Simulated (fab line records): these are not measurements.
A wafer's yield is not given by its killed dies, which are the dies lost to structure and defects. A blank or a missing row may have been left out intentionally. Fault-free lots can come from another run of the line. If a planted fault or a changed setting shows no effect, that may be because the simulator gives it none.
The tool behind it: which one? :: flow nand-harc :: 6 lots with 18 wafers sampled at 5 steps, on a route of 1159 steps

## WHAT THE GAUGES SHOWED, per wafer
NHARC_END_SORT_01.
lot: L436
measured: day 20 05:08
on: prober-01
killed-dies: 23 41 23

lot: L441
measured: day 20 12:09
on: prober-01
killed-dies: 22 29 36

lot: L443
measured: day 21 11:19
on: prober-02
killed-dies: 25 27 21

lot: L446
measured: day 22 08:18
on: prober-01
killed-dies: 677 27 27

## WHAT TOOL EACH LOT RAN ON (gives the tool, then ch and the chambers of the sampled wafers, and finally the start)
lot: L436
NHARC_A_CHANNEL_HOLE_D1_DEP_01: pecvd-02 ch 1,2, day 8 15:44
NHARC_THIN_TSV_STRIP_45: plasma-asher-02 ch 0,1, day 19 07:05
NHARC_THIN_TSV_PVD_19: pvd-sputter-02, day 19 12:14 or earlier
NHARC_THIN_TSV_DESCUM_35: rie-diel-10 ch 2,3, day 19 12:14

lot: L441
NHARC_A_CHANNEL_HOLE_D1_DEP_01: pecvd-02 ch 0,1,2, day 9 08:53
NHARC_THIN_TSV_STRIP_45: plasma-asher-02 ch 0,1, day 19 21:36
NHARC_THIN_TSV_PVD_19: pvd-sputter-02, day 20 03:09 or earlier
NHARC_THIN_TSV_DESCUM_35: rie-diel-10 ch 0,1,3, day 20 03:09

lot: L443
NHARC_A_CHANNEL_HOLE_D1_DEP_01: pecvd-02 ch 1,2, day 10 03:40
NHARC_THIN_TSV_STRIP_45: plasma-asher-01 ch 1, day 20 21:25
NHARC_THIN_TSV_PVD_19: pvd-sputter-01, day 21 02:28 or earlier
NHARC_THIN_TSV_DESCUM_35: rie-diel-12 ch 0,2, day 21 02:28

lot: L446
NHARC_A_CHANNEL_HOLE_D1_DEP_01: pecvd-02 ch 0,2, day 10 23:42
NHARC_THIN_TSV_STRIP_45: plasma-asher-01 ch 1, day 21 18:14
NHARC_THIN_TSV_PVD_19: pvd-sputter-01, day 21 23:01 or earlier
NHARC_THIN_TSV_DESCUM_35: rie-diel-10 ch 0,2, day 21 23:01

lot: L454
NHARC_A_CHANNEL_HOLE_D1_DEP_01: pecvd-03 ch 0,2, day 12 12:59
NHARC_THIN_TSV_STRIP_45: plasma-asher-01 ch 0,1, day 23 07:26
NHARC_THIN_TSV_PVD_19: pvd-sputter-02, day 23 12:51 or earlier
NHARC_THIN_TSV_DESCUM_35: rie-diel-01 ch 0,1, day 23 12:51

lot: L455
NHARC_A_CHANNEL_HOLE_D1_DEP_01: pecvd-03 ch 1,2, day 13 01:59
NHARC_THIN_TSV_STRIP_45: plasma-asher-01 ch 0,1, day 23 15:14
NHARC_THIN_TSV_PVD_19: pvd-sputter-02, day 23 21:28 or earlier
NHARC_THIN_TSV_DESCUM_35: rie-diel-12 ch 0,2,3, day 23 21:28
- NHARC_A_CHANNEL_HOLE_D1_DEP_01: deposits SiON, target thk 140 nm.
- NHARC_THIN_TSV_STRIP_45: strips in O2.
- NHARC_THIN_TSV_PVD_19: deposits TaN, target thk 20 nm.
- NHARC_THIN_TSV_DESCUM_35: chemistry O2, time 3 s.

## THE ANSWER, worked out from the rows above alone
Rule: what is usual is taken from the lots themselves. Put in order of their means at a reading, lots are off if they are a third of the lots or fewer, leave a main group of 4 or more, and stand apart from it by a gap of 3 or more times the standard deviation of the main group's means; of several such gaps the widest counts. A main group is skipped when, at the precision printed for the reading in the tables above, its means are all equal. A lot without any number at a reading at which 4 lots or more have one is off too. Where the step has rows for the other lots, those lots are counted as sound.
Across all readings shown, no lot is off: no conclusion can be drawn from this.

## WHAT THE SIMULATOR HAD INSERTED
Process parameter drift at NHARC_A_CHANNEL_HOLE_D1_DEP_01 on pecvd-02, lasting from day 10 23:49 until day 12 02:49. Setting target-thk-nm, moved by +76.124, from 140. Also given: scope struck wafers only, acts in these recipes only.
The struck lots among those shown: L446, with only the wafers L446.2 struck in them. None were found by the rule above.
